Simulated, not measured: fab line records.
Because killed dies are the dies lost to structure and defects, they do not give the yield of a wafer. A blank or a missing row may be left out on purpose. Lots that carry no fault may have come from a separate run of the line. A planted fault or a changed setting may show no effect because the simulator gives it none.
fab line records | flow n5Finfet
record lots=10 wafers=29 lastDay=17
route steps=1938 shown BEOL_M11@1577 BEOL_M12@1605
lots with no fault: from the same line, run without faults
startH: hours from the record's opening day to when the first of the lot's shown wafers began | waitH: hours from the lot's prior step to this one | " as in the row above | L1.1+2: a single row standing in for several wafers | - no value, or no start was given | * or withheld: withheld | < > ~ a bound
route shown NAME@n: names a module that has steps shown in the file, with the first one's number in the route | usual: average and standard deviation across the fault-free wafers | same: alike in all rows | chamber/n: place in a boat | sites: readings site by site | _std_site: standard deviation across them | _edge_site: mean of outer sites minus mean of inner sites | radiusMm: how far each site lies from the wafer's centre | mask NAME#n: copy n | behind: the last tool/chamber to shape the wafer | hold: cause of the lot's hold/its duration in hours/its outcome | device: names the non-switching transistor (n, p or np) | end of line: tests of these same wafers at the route's end | where a step has no rows: the recipe by itself | killed: the dies lost at the first sort to structure and to defects; this is not the yield of the wafer | map: a wafer's dies, x killed, . not, _ none there
set.NAME: the run value of the setting; set.NAME@STEP: its run value at that earlier step | model.NAME: the simulator's own value behind a step, which no gauge read
steps of the route over a sample of lots; a table a step, a row a wafer
services: when a tool's chamber went out of use (startH, in hours from the record's first day, below 0 if earlier), for how many hours, and the reason
## steps
# step N5_BEOL_M11_STRIP_36
# recipe chemistry=N2/H2 powerW=450 tempC=40 pressureMtorr=20 rfFrequencyHz=6e+07 overashFraction=0.3 biasPowerW=7 h2Frac=0.5 n2FlowSccm=200 h2FlowSccm=200
# usual drypumpMotorCurrentA=5.9/0.46 n2FlowSccm=200.1/0.6 oesProductAu=0.82/0.08 rfVppV=59.2/1.7 showerheadPlenumPTorr=2.53/0.08 throttleValvePct=23.4/0.42
# columns lot.wafer tool chamber startH waitH drypumpMotorCurrentA n2FlowSccm oesProductAu rfHoursCounterH rfVppV showerheadPlenumPTorr throttleValvePct
L553.1 rieDiel-06 3 240.34 0.0 5.4 201.6 0.88 53 59.0 2.68 23.1
L553.2 " 0 " " 6.0 199.6 0.83 97 57.6 2.57 23.8
L553.5 " 2 " " 5.4 200.3 0.74 - 57.5 2.54 24.1
L556.2 rieDiel-03 1 258.49 0.0 5.7 198.6 0.73 199 56.2 2.38 23.4
L556.3 " 2 " " 6.6 200.3 0.89 35 57.9 2.56 22.8
L556.4 " 3 " " 5.7 199.9 0.67 240 61.8 2.61 23.9
L557.2 rieDiel-06 3 258.96 0.0 5.4 200.2 0.87 59 61.8 2.68 23.1
L557.3 " 0 " " 6.0 201.2 0.83 102 60.7 2.57 23.8
L557.6 " 3 " " 5.4 200.1 0.85 - 57.6 2.68 23.1
L559.3 rieDiel-06 0 275.67 0.0 6.0 199.9 0.81 108 58.1 2.57 23.8
L559.4 " 3 " " 5.4 199.4 0.86 65 60.7 2.67 23.1
L559.6 " 3 " " 5.4 199.1 0.87 - 61.3 2.67 23.1
L566.2 rieDiel-03 2 320.42 0.0 6.6 200.4 0.89 55 58.8 2.55 22.8
L566.5 " 1 " " 5.6 199.7 0.73 - 58.3 2.37 23.4
L566.6 " 2 " " 6.6 200.6 0.88 - 59.3 2.55 22.8
L565.1 rieDiel-06 2 320.85 0.0 5.3 199.5 0.70 204 62.0 2.53 24.1
L565.2 " 1 " " 5.5 199.5 0.90 47 61.6 2.49 23.7
L565.4 " 3 " " 5.4 200.1 0.84 78 57.7 2.67 23.2
L570.2 rieDiel-03 0 346.14 0.0 6.2 201.7 0.88 52 59.6 2.48 23.4
L570.6 " 3 " " 5.7 200.3 0.94 - 60.6 2.60 23.5
L572.1 rieDiel-02 0 356.90 0.0 6.3 199.5 0.94 10 59.2 2.57 22.8
L572.5 " 1 " " 6.6 200.0 0.76 - 58.4 2.54 23.4
L572.6 " 0 " " 6.3 199.9 0.94 - 58.8 2.57 22.8
L575.3 rieDiel-02 3 370.22 0.0 5.3 199.3 0.77 113 58.6 2.45 23.3
L575.5 " 1 " " 6.6 200.5 0.75 - 60.5 2.53 23.4
L575.6 " 0 " " 6.3 199.6 0.92 - 62.2 2.57 22.8
L574.2 rieDiel-03 1 370.46 0.0 5.7 200.0 0.69 235 59.1 2.37 23.4
L574.4 " 0 " " 6.2 200.2 0.88 60 57.2 2.48 23.4
L574.6 " 3 " " 5.7 199.5 0.92 - 58.9 2.60 23.6
# step N5_BEOL_M12_COAT_04
# recipe spinRpm=1625 resistThkNm=400
# usual dispensePressureKPa=53.5/1.8 spinSpeedRpm=1625.2/1.1
# columns lot.wafer tool chamber startH waitH dispensePressureKPa spinSpeedRpm
L553.1 lithoTrack-05 0 243.56 - 55.7 1625.0
L553.2 " 0 " " 55.7 1625.7
L553.5 " 0 " " 55.7 1624.4
L556.2 lithoTrack-05 0 261.58 - 55.7 1860.2
L556.3 " 0 " " 55.7 1862.3
L556.4 " 0 " " 55.7 1863.3
L557.2 lithoTrack-03 0 262.25 - 52.6 1624.1
L557.3 " 0 " " 52.7 1624.7
L557.6 " 0 " " 52.7 1626.4
L559.3 lithoTrack-05 0 280.12 - 55.7 1861.8
L559.4 " 0 " " 55.7 1864.7
L559.6 " 0 " " 55.7 1861.7
L566.2 lithoTrack-01 0 323.21 - 51.0 1625.1
L566.5 " 0 " " 51.0 1625.1
L566.6 " 0 " " 51.0 1625.1
L565.1 lithoTrack-03 0 324.15 - 52.7 1625.4
L565.2 " 0 " " 52.7 1626.3
L565.4 " 0 " " 52.7 1624.7
L570.2 lithoTrack-05 0 350.62 - 55.7 1626.0
L570.6 " 0 " " 55.7 1625.0
L572.1 lithoTrack-05 0 359.57 - 55.7 1624.3
L572.5 " 0 " " 55.7 1624.1
L572.6 " 0 " " 55.7 1624.5
L575.3 lithoTrack-05 0 372.96 - 55.7 1624.8
L575.5 " 0 " " 55.7 1627.6
L575.6 " 0 " " 55.7 1627.3
L574.2 lithoTrack-05 0 373.49 - 55.7 1623.8
L574.4 " 0 " " 55.7 1623.8
L574.6 " 0 " " 55.7 1624.8
# step N5_BEOL_M12_OVL_MEAS_11
# recipe pointsPerWafer=44
# usual V11_OVL=-4/5.5
# columns lot.wafer tool chamber startH waitH V11_OVL[nm]
L553.1 overlay-02 0 243.98 0.0 -3
L553.2 " 0 " " -8
L553.5 " 0 " " -4
L556.2 overlay-02 0 261.88 0.0 3
L556.3 " 0 " " 3
L556.4 " 0 " " -2
L557.2 overlay-01 0 262.55 0.0 -13
L557.3 " 0 " " -7
L557.6 " 0 " " -11
L559.3 overlay-02 0 280.54 0.0 4
L559.4 " 0 " " -5
L559.6 " 0 " " -9
L566.2 overlay-02 0 323.55 0.0 -8
L566.5 " 0 " " -13
L566.6 " 0 " " -12
L565.1 overlay-02 0 324.57 0.0 -7
L565.2 " 0 " " -3
L565.4 " 0 " " -15
L570.2 overlay-01 0 350.92 0.0 -4
L570.6 " 0 " " -3
L572.1 overlay-01 0 359.99 0.0 -4
L572.5 " 0 " " -6
L572.6 " 0 " " 2
L575.3 overlay-02 0 373.26 0.0 -9
L575.5 " 0 " " -9
L575.6 " 0 " " -12
L574.2 overlay-02 0 373.92 0.0 -4
L574.4 " 0 " " -6
L574.6 " 0 " " -1
# step N5_BEOL_M12_DESCUM_15
# recipe chemistry=O2 timeS=7.9 sourcePowerW=50 biasPowerW=20 pressureMtorr=20 rfFrequencyHz=2.712e+07 tempC=40 o2FlowSccm=225
# usual drypumpMotorCurrentA=5.4/0.38 oesProductAu=0.79/0.088 rfVppV=242.8/1.5 showerheadPlenumPTorr=2.07/0.092 throttleValvePct=20.4/0.32
# same timeS=7.9
# columns lot.wafer tool chamber startH waitH drypumpMotorCurrentA oesProductAu rfHoursCounterH rfVppV showerheadPlenumPTorr throttleValvePct
L553.1 rieDiel-01 0 244.04 0.0 6.0 0.89 63 242.2 2.01 20.1
L553.2 " 2 " " 5.4 0.81 95 243.4 2.15 20.7
L553.5 " 3 " " 5.9 0.70 - 244.1 2.18 20.8
L556.2 rieDiel-04 1 261.94 0.0 5.6 0.96 22 244.2 2.20 20.1
L556.3 " 3 " " 5.0 0.86 32 244.7 2.14 19.9
L556.4 " 0 " " 6.0 0.85 43 243.4 2.12 20.2
L557.2 rieDiel-05 2 263.04 0.5 5.7 0.75 173 239.5 1.93 21.0
L557.3 " 1 " " 5.6 0.76 101 241.8 2.02 20.2
L557.6 " 3 " " 5.0 0.68 - 244.7 2.14 20.5
L559.3 rieDiel-05 0 280.60 0.0 4.9 0.68 230 242.3 1.95 20.4
L559.4 " 2 " " 5.7 0.74 - 240.3 1.92 21.0
L559.6 " 0 " " 4.8 0.69 - 242.0 1.95 20.4
L566.2 rieDiel-05 0 323.60 0.0 4.9 0.68 244 240.7 1.95 20.5
L566.5 " 3 " " 5.0 0.94 - 243.6 2.14 20.1
L566.6 " 2 " " 5.7 0.72 - 240.3 1.92 21.1
L565.1 rieDiel-04 3 325.04 0.4 5.0 0.82 57 243.2 2.13 20.0
L565.2 " 2 " " 5.7 0.87 37 243.4 2.11 20.5
L565.4 " 1 " " 5.6 0.90 43 245.8 2.19 20.1
L570.2 rieDiel-01 2 350.97 0.0 5.4 0.77 132 243.6 2.14 20.7
L570.6 " 2 " " 5.4 0.77 - 242.7 2.14 20.7
L572.1 rieDiel-05 1 360.05 0.0 5.6 0.73 141 243.0 2.01 20.3
L572.5 " 0 " " 4.8 1.00 - 245.7 2.20 20.0
L572.6 " 1 " " 5.6 0.73 - 242.5 2.01 20.3
L575.3 rieDiel-01 0 373.32 0.0 6.0 0.83 105 241.8 2.00 20.1
L575.5 " 1 " " 5.2 0.72 - 243.4 2.04 20.5
L575.6 " 0 " " 6.0 0.84 - 241.3 2.00 20.1
L574.2 rieDiel-05 3 374.25 0.3 5.0 0.88 25 244.7 2.13 20.2
L574.4 " 1 " " 5.5 0.71 146 242.8 2.01 20.3
L574.6 " 1 " " 5.6 0.71 - 241.6 2.01 20.3
# step N5_BEOL_M12_STRIP_63
# recipe chemistry=N2/H2 powerW=1000 tempC=250 h2Frac=0.65 overashFraction=0.3 pressureMtorr=1000 n2FlowSccm=1750 h2FlowSccm=3250
# usual drypumpMotorCurrentA=5.9/0.83 heaterPowerW=326/13 n2FlowSccm=1749/5.3 oesProductAu=0.694/0.0046 stripTimeToEndpointS=43.0/1
# columns lot.wafer tool chamber startH waitH drypumpMotorCurrentA heaterPowerW n2FlowSccm oesProductAu rfHoursCounterH stripTimeToEndpointS
L553.1 plasmaAsher-02 1 244.32 - 4.8 318 1749 0.693 74 43.4
L553.2 " 0 " " 6.8 326 1748 0.693 74 42.1
L553.5 " 0 " " 6.8 329 1748 0.696 - 42.0
L556.2 plasmaAsher-02 1 262.23 - 4.8 303 1752 0.685 81 37.2
L556.3 " 0 " " 6.7 337 1749 0.688 - 35.9
L556.4 " 1 " " 4.8 303 1751 0.688 - 36.5
L557.2 plasmaAsher-01 1 263.33 - 6.6 321 1753 0.696 115 42.9
L557.3 " 0 " " 5.4 345 1747 0.693 - 44.5
L557.6 " 0 " " 5.4 341 1751 0.696 - 41.7
L559.3 plasmaAsher-02 1 280.91 - 4.8 312 1756 0.676 - 35.7
L559.4 " 0 " " 6.7 325 1745 0.677 - 33.9
L559.6 " 0 " " 6.7 338 1750 0.683 - 33.9
L566.2 plasmaAsher-02 1 323.89 - 4.8 310 1747 0.697 93 41.8
L566.5 " 0 " " 6.7 324 1739 0.683 - 40.2
L566.6 " 1 " " 4.8 315 1751 0.698 - 42.7
L565.1 plasmaAsher-02 0 325.32 - 6.7 324 1761 0.696 93 42.6
L565.2 " 1 " " 4.8 311 1742 0.697 93 44.1
L565.4 " 1 " " 4.8 311 1753 0.695 - 43.8
L570.2 plasmaAsher-02 1 351.26 - 4.8 313 1750 0.703 98 43.3
L570.6 " 0 " " 6.7 337 1751 0.693 - 43.1
L572.1 plasmaAsher-01 0 360.33 - 5.4 348 1745 0.698 135 44.8
L572.5 " 0 " " 5.3 341 1748 0.693 - 42.1
L572.6 " 1 " " 6.5 314 1752 0.692 - 43.9
L575.3 plasmaAsher-01 1 373.62 - 6.6 322 1752 0.694 - 44.5
L575.5 " 1 " " 6.5 320 1754 0.700 - 44.7
L575.6 " 0 " " 5.4 347 1751 0.700 - 43.9
L574.2 plasmaAsher-01 0 374.54 - 5.4 341 1748 0.701 138 43.7
L574.4 " 1 " " 6.6 325 1752 0.703 - 45.3
L574.6 " 0 " " 5.4 336 1745 0.691 - 44.6
## services
# columns tool chamber startH hours kind
plasmaAsher-01 - 238.04 20.2 repair
rieDiel-05 0 245.48 11.8 repair
rieDiel-01 - 259.93 15.6 pm
rieDiel-05 3 266.21 - clean
rieDiel-05 3 266.21 - consumableReplace:focusRing
rieDiel-05 3 266.21 19.3 scheduledDown
rieDiel-05 3 266.21 19.3 ventCycle
rieDiel-06 1 268.83 5.7 repair
rieDiel-01 1 286.84 1.3 repair
rieDiel-03 0 288.35 3.7 repair
rieDiel-05 3 295.88 15.1 repair
rieDiel-03 3 298.09 - clean
rieDiel-01 0 311.92 8.4 repair
rieDiel-05 0 314.81 2.2 repair
plasmaAsher-02 - 320.97 1.1 repair
plasmaAsher-02 - 325.86 4.1 repair
rieDiel-05 0 342.27 - clean
rieDiel-05 0 342.27 - consumableReplace:focusRing
rieDiel-05 0 342.27 - consumableReplace:showerhead
rieDiel-05 0 342.27 16.1 scheduledDown
rieDiel-05 0 342.27 16.1 ventCycle
rieDiel-06 - 351.47 2.8 pm
plasmaAsher-02 - 370.14 9.7 repair
rieDiel-06 - 371.00 14.6 pm
## key
firstSign step=N5_BEOL_M12_COAT_04 reading=spinSpeedRpm direction=up sigmas=99+ usual=* struck=*
effect step=N5_BEOL_M12_STRIP_63 reading=stripTimeToEndpointS direction=down sigmas=7.3 usual=* struck=*
metAt N5_BEOL_M12_COAT_04
struckLots L556,L559
notActingAt N5_BEOL_M11_STRIP_36,N5_BEOL_M12_OVL_MEAS_11,N5_BEOL_M12_DESCUM_15
onsetBetween 243.56 261.58
fault kind=processParameterDrift tool=lithoTrack-05 chamber=- onsetH=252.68 steps=N5_BEOL_M12_COAT_04 channel=spinRpm offset=* shape=step endH=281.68 actsIn=* stated=*
